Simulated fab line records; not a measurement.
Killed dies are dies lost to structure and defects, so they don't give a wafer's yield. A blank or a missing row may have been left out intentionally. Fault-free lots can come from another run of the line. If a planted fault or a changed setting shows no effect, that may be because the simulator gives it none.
Split-lot trial / flow n5Finfet / 7 lots, 21 wafers read, on a route of 1938 steps

== ON THE SPLIT ==
At N5_BEOL_M3_COAT_76 (time 60 s, resist thk 5 nm), the setting spinRpm was moved away from the recipe's 1500 rpm on 6 of the 21 wafers read, by -10.8% to +11.1%. All remaining wafers had this setting at the recipe value.

== FROM THE SPLIT TO THE READING: what the file shows between them, 3 steps ==
- N5_BEOL_M3_COAT_22: resist thk 30 nm
- N5_BEOL_M3_EBR_24
- N5_BEOL_M3_DESCUM_33: chemistry O2, time 7 s

== THE READING ==
etch.depthNm (the simulator's own value, which no gauge read), in nm, at N5_BEOL_M3_ETCH_77 (etches underlayer in N2/H2, target depth 6.5 nm, time 5.2 s). The file does not state a usual value for it. The 15 wafers here that ran the recipe average 4.995 nm, standard deviation 0.024 nm.

wafer=L078.2; tool, chamber at the split=lithoTrack-01, 0; spinRpm as run, rpm=1500; against the recipe=recipe; etch.depthNm, nm=4.993; against lot-mates on the recipe=-
wafer=L078.4; tool, chamber at the split=lithoTrack-01, 0; spinRpm as run, rpm=1500; against the recipe=recipe; etch.depthNm, nm=4.983; against lot-mates on the recipe=-
wafer=L078.5; tool, chamber at the split=lithoTrack-01, 0; spinRpm as run, rpm=1500; against the recipe=recipe; etch.depthNm, nm=4.989; against lot-mates on the recipe=-
wafer=L082.3; tool, chamber at the split=lithoTrack-01, 0; spinRpm as run, rpm=1500; against the recipe=recipe; etch.depthNm, nm=4.956; against lot-mates on the recipe=-
wafer=L082.4; tool, chamber at the split=lithoTrack-01, 0; spinRpm as run, rpm=1500; against the recipe=recipe; etch.depthNm, nm=4.958; against lot-mates on the recipe=-
wafer=L082.5; tool, chamber at the split=lithoTrack-01, 0; spinRpm as run, rpm=1500; against the recipe=recipe; etch.depthNm, nm=4.972; against lot-mates on the recipe=-
wafer=L087.2; tool, chamber at the split=lithoTrack-03, 0; spinRpm as run, rpm=1500; against the recipe=recipe; etch.depthNm, nm=5.013; against lot-mates on the recipe=-
wafer=L087.3; tool, chamber at the split=lithoTrack-03, 0; spinRpm as run, rpm=1500; against the recipe=recipe; etch.depthNm, nm=5.01; against lot-mates on the recipe=-
wafer=L087.6; tool, chamber at the split=lithoTrack-03, 0; spinRpm as run, rpm=1500; against the recipe=recipe; etch.depthNm, nm=5.021; against lot-mates on the recipe=-
wafer=L089.2; tool, chamber at the split=lithoTrack-03, 0; spinRpm as run, rpm=1455; against the recipe=-3.0%; etch.depthNm, nm=5.07; against lot-mates on the recipe=+0.085
wafer=L089.3; tool, chamber at the split=lithoTrack-03, 0; spinRpm as run, rpm=1500; against the recipe=recipe; etch.depthNm, nm=4.979; against lot-mates on the recipe=-
wafer=L089.5; tool, chamber at the split=lithoTrack-03, 0; spinRpm as run, rpm=1500; against the recipe=recipe; etch.depthNm, nm=4.991; against lot-mates on the recipe=-
wafer=L088.1; tool, chamber at the split=lithoTrack-05, 0; spinRpm as run, rpm=1653; against the recipe=+10.2%; etch.depthNm, nm=4.757; against lot-mates on the recipe=-0.224
wafer=L088.2; tool, chamber at the split=lithoTrack-05, 0; spinRpm as run, rpm=1500; against the recipe=recipe; etch.depthNm, nm=4.981; against lot-mates on the recipe=-
wafer=L088.3; tool, chamber at the split=lithoTrack-05, 0; spinRpm as run, rpm=1653; against the recipe=+10.2%; etch.depthNm, nm=4.76; against lot-mates on the recipe=-0.221
wafer=L092.1; tool, chamber at the split=lithoTrack-01, 0; spinRpm as run, rpm=1500; against the recipe=recipe; etch.depthNm, nm=5.031; against lot-mates on the recipe=-
wafer=L092.2; tool, chamber at the split=lithoTrack-01, 0; spinRpm as run, rpm=1500; against the recipe=recipe; etch.depthNm, nm=5.029; against lot-mates on the recipe=-
wafer=L092.5; tool, chamber at the split=lithoTrack-01, 0; spinRpm as run, rpm=1667; against the recipe=+11.1%; etch.depthNm, nm=4.751; against lot-mates on the recipe=-0.279
wafer=L095.1; tool, chamber at the split=lithoTrack-03, 0; spinRpm as run, rpm=1500; against the recipe=recipe; etch.depthNm, nm=5.024; against lot-mates on the recipe=-
wafer=L095.4; tool, chamber at the split=lithoTrack-03, 0; spinRpm as run, rpm=1338; against the recipe=-10.8%; etch.depthNm, nm=5.322; against lot-mates on the recipe=+0.298
wafer=L095.6; tool, chamber at the split=lithoTrack-03, 0; spinRpm as run, rpm=1338; against the recipe=-10.8%; etch.depthNm, nm=5.312; against lot-mates on the recipe=+0.288

FIT RESULTS
A straight line over all 21 wafers: etch.depthNm changes by -0.0257 nm for each +1% of spinRpm; r = -0.98; the points scatter about the line by 0.027 nm.
The same after taking each lot's own level away (the mean of its wafers on the recipe; 21 wafers): -0.0248 nm for each +1%; r = -1.00; scatter 0.012 nm.
The reading moves by 0.28 nm for the largest change in spinRpm, on that fit.
The span of the lots' own levels, 4.9620 to 5.0300 nm, comes to 2.8 times the standard deviation stated above.
The two slopes agree, so the slope changes little with the lot-to-lot level.
Check: with one of the wafers moved furthest among these (+11.1%) left out of the fit, the line predicts -0.268 nm for it against its lot-mates. It came out at -0.279 nm against them.

== THESE WAFERS: OTHER SPLITS ==
Before the reading, these wafers also passed through other splits. Each is held against what the fit with the lots' levels taken away leaves over:
other split on the same wafers=N5_BEOL_M2_TRENCH_ETCH_37 biasW; wafers away from the commonest value=7; r with etch.depthNm (lot level and that fit taken away)=-0.24

== THE WHOLE CHAIN: every reading that the file lists as answering this split, in the file's order ==
step=N5_BEOL_M3_COAT_76; what it does=time 60 s, resist thk 5 nm; reading=underlayer_of_BEOL_M3_COAT_76.thkNm (the simulator's own value, which no gauge read); change (the file's fit)=-0.0243 nm for each +1% of the setting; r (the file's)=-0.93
step=N5_BEOL_M3_ETCH_77; what it does=etches underlayer in N2/H2, target depth 6.5 nm, time 5.2 s; reading=etch.depthNm (the simulator's own value, which no gauge read); change (the file's fit)=-0.0249 nm for each +1% of the setting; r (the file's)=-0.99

== THE FILE'S OWN FIT ==
etch.depthNm changes by -0.0249 nm for each +1% of spinRpm, r = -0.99.
